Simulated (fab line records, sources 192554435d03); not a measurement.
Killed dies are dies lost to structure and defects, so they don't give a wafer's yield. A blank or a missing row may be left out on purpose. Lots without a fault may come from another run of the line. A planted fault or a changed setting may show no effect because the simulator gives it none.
Chamber matching | flow n5_finfet | N5_DUMMY_GATE_DESCUM_20 on rie_diel-02: 4 sister chambers
The step chemistry O2, time 6.2 s. 18 wafers are shown with their chamber, then 9 later ones without.

WAFERS WITH THEIR CHAMBER
wafer  | chamber | drypump_motor_current_A (A) | oes_product_au (a.u.) | throttle_valve_pct (%)
L076.2 | 1       | 6.4                         | 0.76                  | 20.27
L076.3 | 3       | 5.5                         | 0.70                  | 20.77
L076.4 | 3       | 5.6                         | 0.70                  | 20.76
L079.2 | 0       | 6.3                         | 0.74                  | 20.31
L079.3 | 1       | 6.4                         | 0.76                  | 20.30
L079.4 | 2       | 6.4                         | 0.98                  | 20.29
L084.2 | 3       | 5.5                         | 0.97                  | 20.30
L084.5 | 1       | 6.4                         | 0.74                  | 20.34
L084.6 | 2       | 6.3                         | 0.92                  | 20.31
L085.1 | 2       | 6.4                         | 0.92                  | 20.32
L085.3 | 0       | 6.3                         | 0.73                  | 20.33
L085.6 | 2       | 6.3                         | 0.91                  | 20.31
L086.1 | 3       | 5.5                         | 0.95                  | 20.31
L086.5 | 3       | 5.5                         | 0.96                  | 20.33
L086.6 | 2       | 6.3                         | 0.91                  | 20.31
L088.1 | 1       | 6.4                         | 0.72                  | 20.32
L088.2 | 3       | 5.5                         | 0.93                  | 20.31
L088.4 | 2       | 6.4                         | 0.90                  | 20.32

SIGNATURES (means of the wafers above)
reading                 | chamber 0 | chamber 1 | chamber 2 | chamber 3 | scatter within a chamber
drypump_motor_current_A | 6.300     | 6.400     | 6.350     | 5.517     | 0.0408
oes_product_au          | 0.7350    | 0.7450    | 0.9233    | 0.8683    | 0.0807
throttle_valve_pct      | 20.3200   | 20.3075   | 20.3100   | 20.4633   | 0.141
Rule: a wafer's distance from a chamber is the root of the sum, over the readings, of the square of ((its reading less the chamber's mean) divided by the reading's scatter). The wafer belongs to the nearest chamber; if the next one is less than 2 further off, it can't be placed. The scatter: the root of (the sum of the squares of (reading less its chamber's mean) over the shown wafers, divided by (wafers less chambers)).

WAFERS WITHOUT THEIR CHAMBER
wafer  | drypump_motor_current_A (A) | oes_product_au (a.u.) | throttle_valve_pct (%)
L090.2 | 6.4                         | 0.89                  | 20.30
L090.4 | 6.3                         | 0.72                  | 20.37
L090.5 | 6.4                         | 0.89                  | 20.33
L094.1 | 5.5                         | 0.90                  | 20.33
L094.4 | 5.5                         | 0.90                  | 20.33
L094.5 | 6.4                         | 0.88                  | 20.33
L097.4 | 6.3                         | 0.71                  | 20.39
L097.5 | 6.3                         | 0.71                  | 20.36
L097.6 | 6.4                         | 0.72                  | 20.36

WHICH CHAMBER EACH WENT THROUGH
wafer  | from the rows above          | in truth
L090.2 | can't be placed: 2 or 1 or 0 | 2
L090.4 | 0                            | 0
L090.5 | can't be placed: 2 or 1 or 0 | 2
L094.1 | 3                            | 3
L094.4 | 3                            | 3
L094.5 | can't be placed: 2 or 1 or 0 | 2
L097.4 | can't be placed: 0 or 1      | 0
L097.5 | 0                            | 0
L097.6 | can't be placed: 1 or 0      | 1
Placed correctly: 4 of 9. Can't be placed from these rows: 5 (the true chamber is among the candidates in 5). Placed wrongly: 0.
